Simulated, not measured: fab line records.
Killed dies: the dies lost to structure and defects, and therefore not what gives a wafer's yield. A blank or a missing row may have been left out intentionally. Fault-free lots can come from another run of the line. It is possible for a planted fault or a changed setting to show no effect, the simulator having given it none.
Which tool did it? / flow nand-harc / 10 lots with 30 wafers sampled at 7 steps, on a route of 1302 steps

WHAT EACH GAUGE READ, for each wafer
NHARC_P_CONTACT_CD_MEAS_12 targets a cd of 90 nm.
lot=L693; measured=day 6 02:41; on=cd-sem-02; cd-nm (nm)=89.3 89.5 89.5
lot=L694; measured=day 6 09:07; on=cd-sem-01; cd-nm (nm)=88.6 89.1 88.7
lot=L695; measured=day 7 00:29; on=cd-sem-03; cd-nm (nm)=89.4 89.4 88.0
lot=L699; measured=day 8 09:28; on=cd-sem-02; cd-nm (nm)=89.6 89.3 89.5
lot=L702; measured=day 9 14:30; on=cd-sem-02; cd-nm (nm)=89.5 89.4 89.0
lot=L703; measured=day 10 01:49; on=cd-sem-01; cd-nm (nm)=90.4 88.6 90.0
lot=L704; measured=day 10 15:04; on=cd-sem-02; cd-nm (nm)=90.2 89.6 89.4
lot=L714; measured=day 15 00:44; on=cd-sem-03; cd-nm (nm)=89.5 89.3 88.1
lot=L715; measured=day 15 03:34; on=cd-sem-01; cd-nm (nm)=89.9 89.4 89.5
lot=L716; measured=day 15 14:28; on=cd-sem-01; cd-nm (nm)=89.5 89.9 88.3

NHARC_P_M0_CD_MEAS_09 targets a cd of 90 nm.
lot=L693; measured=day 6 06:50; on=cd-sem-03; cd-nm (nm)=90.8 89.9 89.9
lot=L694; measured=day 6 13:17; on=cd-sem-02; cd-nm (nm)=91.1 91.5 91.4
lot=L695; measured=day 7 04:31; on=cd-sem-03; cd-nm (nm)=90.5 89.8 90.3
lot=L699; measured=day 8 13:38; on=cd-sem-02; cd-nm (nm)=90.9 89.8 89.8
lot=L702; measured=day 9 18:42; on=cd-sem-01; cd-nm (nm)=91.1 90.6 90.5
lot=L703; measured=day 10 05:51; on=cd-sem-01; cd-nm (nm)=91.0 90.5 91.1
lot=L704; measured=day 10 19:16; on=cd-sem-01; cd-nm (nm)=90.3 89.8 89.7
lot=L714; measured=day 15 04:48; on=cd-sem-02; cd-nm (nm)=86.3 87.0 86.6 86.6 87.2 86.7
lot=L715; measured=day 15 07:38; on=cd-sem-02; cd-nm (nm)=87.8 87.3 87.0 88.2 87.2 87.0
lot=L716; measured=day 15 18:37; on=cd-sem-03; cd-nm (nm)=91.4 90.7 90.0

NHARC_P_M0_CD_MEAS_16.
lot=L693; measured=day 6 07:20; on=cd-sem-01; cd-nm (nm)=90.9 89.5 89.3
lot=L694; measured=day 6 13:47; on=cd-sem-02; cd-nm (nm)=91.3 92.0 91.9
lot=L695; measured=day 7 05:01; on=cd-sem-03; cd-nm (nm)=91.0 90.9 89.6
lot=L699; measured=day 8 14:07; on=cd-sem-01; cd-nm (nm)=90.2 90.9 90.2
lot=L702; measured=day 9 19:11; on=cd-sem-02; cd-nm (nm)=91.6 89.4 90.3
lot=L703; measured=day 10 06:28; on=cd-sem-01; cd-nm (nm)=90.9 91.0 89.9
lot=L704; measured=day 10 19:45; on=cd-sem-02; cd-nm (nm)=89.3 89.5 89.0
lot=L714; measured=day 15 08:53; on=cd-sem-03; cd-nm (nm)=88.2 86.6 87.9
lot=L715; measured=day 15 09:58; on=cd-sem-01; cd-nm (nm)=87.8 88.3 86.7
lot=L716; measured=day 15 19:14; on=cd-sem-03; cd-nm (nm)=91.9 90.7 91.1

NHARC_END_SORT_01.
lot=L704; measured=day 29 03:12; on=prober-01; defect-limited-yield (%)=92.8; killed-at-array=43; killed-at-other=0; killed-at-periphery=6; killed-dies=49; killed-open=1; killed-short=3; sort_bin_2_pct (%)=2.2; sort_bin_3_pct (%)=0.6; sort_bin_4_pct (%)=4.4; sort-n-pass=628; sort-rim-yield-pct (%)=95; sort-yield-pct (%)=92.8

TOOL THAT RAN EACH LOT (tool first, then ch and the chambers of the sampled wafers, then the start)
lot=L693; NHARC_P_CONTACT_ETCH_36=rie-diel-12 ch 0,1,3, day 6 06:42 or earlier; NHARC_P_CONTACT_ETCH_18=rie-diel-12 ch 1,2,3, day 6 06:42 or earlier; NHARC_P_M0_EXPOSE_06=arfi-scanner-03 ch 0, day 6 06:42
lot=L694; NHARC_P_CONTACT_ETCH_36=rie-diel-07 ch 1,2, day 6 13:08 or earlier; NHARC_P_CONTACT_ETCH_18=rie-diel-07 ch 0,2, day 6 13:08 or earlier; NHARC_P_M0_EXPOSE_06=arfi-scanner-02 ch 0, day 6 13:08
lot=L695; NHARC_P_CONTACT_ETCH_36=rie-diel-12 ch 0,1,3, day 7 04:23 or earlier; NHARC_P_CONTACT_ETCH_18=rie-diel-12 ch 2,3, day 7 04:23 or earlier; NHARC_P_M0_EXPOSE_06=arfi-scanner-02 ch 0, day 7 04:23
lot=L699; NHARC_P_CONTACT_ETCH_36=rie-diel-03 ch 0,1,2, day 8 13:30 or earlier; NHARC_P_CONTACT_ETCH_18=rie-diel-03 ch 1,2,3, day 8 13:30 or earlier; NHARC_P_M0_EXPOSE_06=arfi-scanner-03 ch 0, day 8 13:30
lot=L702; NHARC_P_CONTACT_ETCH_36=rie-diel-03 ch 0,2,3, day 9 18:34 or earlier; NHARC_P_CONTACT_ETCH_18=rie-diel-03 ch 0,1,3, day 9 18:34 or earlier; NHARC_P_M0_EXPOSE_06=arfi-scanner-01 ch 0, day 9 18:34
lot=L703; NHARC_P_CONTACT_ETCH_36=rie-diel-12 ch 2,3, day 10 05:43 or earlier; NHARC_P_CONTACT_ETCH_18=rie-diel-12 ch 2,3, day 10 05:43 or earlier; NHARC_P_M0_EXPOSE_06=arfi-scanner-01 ch 0, day 10 05:43
lot=L704; NHARC_P_CONTACT_ETCH_36=rie-diel-12 ch 2,3, day 10 19:08 or earlier; NHARC_P_CONTACT_ETCH_18=rie-diel-12 ch 0,1,3, day 10 19:08 or earlier; NHARC_P_M0_EXPOSE_06=arfi-scanner-03 ch 0, day 10 19:08
lot=L714; NHARC_P_CONTACT_ETCH_36=rie-diel-07 ch 1,2,3, day 15 04:40 or earlier; NHARC_P_CONTACT_ETCH_18=rie-diel-07 ch 0,1,2, day 15 04:40 or earlier; NHARC_P_M0_EXPOSE_06=arfi-scanner-03 ch 0, day 15 04:40
lot=L715; NHARC_P_CONTACT_ETCH_36=rie-diel-12 ch 0,1,3, day 15 07:29 or earlier; NHARC_P_CONTACT_ETCH_18=rie-diel-12 ch 0,2,3, day 15 07:29 or earlier; NHARC_P_M0_EXPOSE_06=arfi-scanner-03 ch 0, day 15 07:29
lot=L716; NHARC_P_CONTACT_ETCH_36=rie-diel-07 ch 0,1,3, day 15 18:29 or earlier; NHARC_P_CONTACT_ETCH_18=rie-diel-07 ch 0,2,3, day 15 18:29 or earlier; NHARC_P_M0_EXPOSE_06=arfi-scanner-01 ch 0, day 15 18:29
- NHARC_P_CONTACT_ETCH_36: etches the open film in N2/H2, target depth 260 nm, time 406.25 s.
- NHARC_P_CONTACT_ETCH_18: etches the open film in C4F8/O2/Ar, target depth 481 nm, time 240.5 s.
- NHARC_P_M0_EXPOSE_06: exposes mask P M0, target cd 90 nm.

AS READ BY THE TOOLS THEMSELVES (means over the sampled wafers that have a number; for cases with no such wafer, the mark the record gives instead)
NHARC_P_CONTACT_ETCH_36.
lot=L693; tool=rie-diel-12; drypump-motor-current-A (A)=5.4; mfc-ar-sccm (sccm)=0.008; oes-product-au (a.u.)=0.995; rf-vpp-V (V)=430.0; showerhead-plenum-p-Torr (Torr)=2.05; throttle-valve-pct (%)=14.172
lot=L694; tool=rie-diel-07; drypump-motor-current-A (A)=5.2; mfc-ar-sccm (sccm)=0.016; oes-product-au (a.u.)=0.993; rf-vpp-V (V)=434.0; showerhead-plenum-p-Torr (Torr)=2.15; throttle-valve-pct (%)=14.168
lot=L695; tool=rie-diel-12; drypump-motor-current-A (A)=5.5; mfc-ar-sccm (sccm)=0.008; oes-product-au (a.u.)=1.008; rf-vpp-V (V)=431.4; showerhead-plenum-p-Torr (Torr)=2.05; throttle-valve-pct (%)=14.173
lot=L699; tool=rie-diel-03; drypump-motor-current-A (A)=5.9; mfc-ar-sccm (sccm)=0.011; oes-product-au (a.u.)=1.007; rf-vpp-V (V)=430.1; showerhead-plenum-p-Torr (Torr)=2.02; throttle-valve-pct (%)=14.165
lot=L702; tool=rie-diel-03; drypump-motor-current-A (A)=5.8; mfc-ar-sccm (sccm)=0.011; oes-product-au (a.u.)=1.015; rf-vpp-V (V)=431.0; showerhead-plenum-p-Torr (Torr)=2.05; throttle-valve-pct (%)=14.173
lot=L703; tool=rie-diel-12; drypump-motor-current-A (A)=5.8; mfc-ar-sccm (sccm)=0.017; oes-product-au (a.u.)=1.000; rf-vpp-V (V)=431.8; showerhead-plenum-p-Torr (Torr)=2.07; throttle-valve-pct (%)=14.167
lot=L704; tool=rie-diel-12; drypump-motor-current-A (A)=5.8; mfc-ar-sccm (sccm)=0.015; oes-product-au (a.u.)=1.007; rf-vpp-V (V)=432.0; showerhead-plenum-p-Torr (Torr)=2.08; throttle-valve-pct (%)=14.175
lot=L714; tool=rie-diel-07; drypump-motor-current-A (A)=5.3; mfc-ar-sccm (sccm)=0.017; oes-product-au (a.u.)=1.003; rf-vpp-V (V)=433.1; showerhead-plenum-p-Torr (Torr)=2.16; throttle-valve-pct (%)=14.182
lot=L715; tool=rie-diel-12; drypump-motor-current-A (A)=5.4; mfc-ar-sccm (sccm)=0.008; oes-product-au (a.u.)=1.007; rf-vpp-V (V)=431.1; showerhead-plenum-p-Torr (Torr)=2.05; throttle-valve-pct (%)=14.170
lot=L716; tool=rie-diel-07; drypump-motor-current-A (A)=5.3; mfc-ar-sccm (sccm)=0.021; oes-product-au (a.u.)=0.999; rf-vpp-V (V)=434.2; showerhead-plenum-p-Torr (Torr)=2.14; throttle-valve-pct (%)=14.173

NHARC_P_CONTACT_ETCH_18.
lot=L693; tool=rie-diel-12; oes-product-au (a.u.)=0.967; rf-vpp-V (V)=982
lot=L694; tool=rie-diel-07; oes-product-au (a.u.)=0.978; rf-vpp-V (V)=987
lot=L695; tool=rie-diel-12; oes-product-au (a.u.)=0.963; rf-vpp-V (V)=981
lot=L699; tool=rie-diel-03; oes-product-au (a.u.)=0.967; rf-vpp-V (V)=980
lot=L702; tool=rie-diel-03; oes-product-au (a.u.)=0.982; rf-vpp-V (V)=980
lot=L703; tool=rie-diel-12; oes-product-au (a.u.)=0.983; rf-vpp-V (V)=980
lot=L704; tool=rie-diel-12; oes-product-au (a.u.)=0.967; rf-vpp-V (V)=979
lot=L714; tool=rie-diel-07; oes-product-au (a.u.)=0.965; rf-vpp-V (V)=984
lot=L715; tool=rie-diel-12; oes-product-au (a.u.)=0.962; rf-vpp-V (V)=977
lot=L716; tool=rie-diel-07; oes-product-au (a.u.)=0.977; rf-vpp-V (V)=986

NHARC_P_M0_EXPOSE_06.
lot=L693 tool=arfi-scanner-03 exposure-dose-mJ-cm2=81.21
lot=L694 tool=arfi-scanner-02 exposure-dose-mJ-cm2=81.23
lot=L695 tool=arfi-scanner-02 exposure-dose-mJ-cm2=81.34
lot=L699 tool=arfi-scanner-03 exposure-dose-mJ-cm2=81.34
lot=L702 tool=arfi-scanner-01 exposure-dose-mJ-cm2=81.29
lot=L703 tool=arfi-scanner-01 exposure-dose-mJ-cm2=81.16
lot=L704 tool=arfi-scanner-03 exposure-dose-mJ-cm2=81.28
lot=L714 tool=arfi-scanner-03 exposure-dose-mJ-cm2=77.47
lot=L715 tool=arfi-scanner-03 exposure-dose-mJ-cm2=78.28
lot=L716 tool=arfi-scanner-01 exposure-dose-mJ-cm2=81.15

THE ANSWER, worked out from the rows above alone
Rule: what is usual is taken from the lots themselves. Put in order of their means at a reading, lots are off if they are a third of the lots or fewer, leave a main group of 4 or more, and stand apart from it by a gap of 3 or more times the standard deviation of the main group's means; of several such gaps the widest counts. A main group whose means are all the same, to the digits that the tables above print for the reading, isn't used. A lot without any number at a reading at which 4 lots or more have one is off too. Where the step has rows for the other lots, those lots are counted as sound. The gauges are gone through in route order, then the tools' own readings, and for those a lot's mean is taken as printed above. The first step at which some lot is off is used, and at that step the reading that is off furthest; a lot without a number counts as furthest.
Off: L714, L715 (NHARC_P_M0_CD_MEAS_09, cd-nm). The main group: mean 90.5 nm, standard deviation 0.44.
A tool fits if, at a process step before that reading, it ran every lot that is off, and no sound lot after the first of them. Not tried: the gauges at NHARC_P_M0_CD_MEAS_09; whatever is off there is also off at NHARC_P_M0_EXPOSE_06, on other tools, and gauge error can't account for it. Because NHARC_P_CONTACT_ETCH_36 lacks a start for some lots, the hours and order of its lots are taken from NHARC_P_M0_EXPOSE_06. Because NHARC_P_CONTACT_ETCH_18 lacks a start for some lots, the hours and order of its lots are taken from NHARC_P_M0_EXPOSE_06. One fits: NHARC_P_M0_EXPOSE_06 on arfi-scanner-03. A fault onset in the window from L704 (day 10 19:08, its last sound lot) to L714 (day 15 04:40, its first lot off) fits.
On the lots that are off, the tool's own readings at NHARC_P_M0_EXPOSE_06 differ by more than 5 times the standard deviation of the sound lots' means, which bears it out; exposure-dose-mJ-cm2 reads 77.88 there versus 81.25 on the sound lots.

WHAT HAD BEEN PUT IN BY THE SIMULATOR
Drift in process parameters on arfi-scanner-03 at NHARC_P_M0_EXPOSE_06, starting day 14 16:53. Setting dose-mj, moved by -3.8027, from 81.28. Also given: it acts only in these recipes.
Struck lots among those shown: L714, L715. The same result came from the rule above.
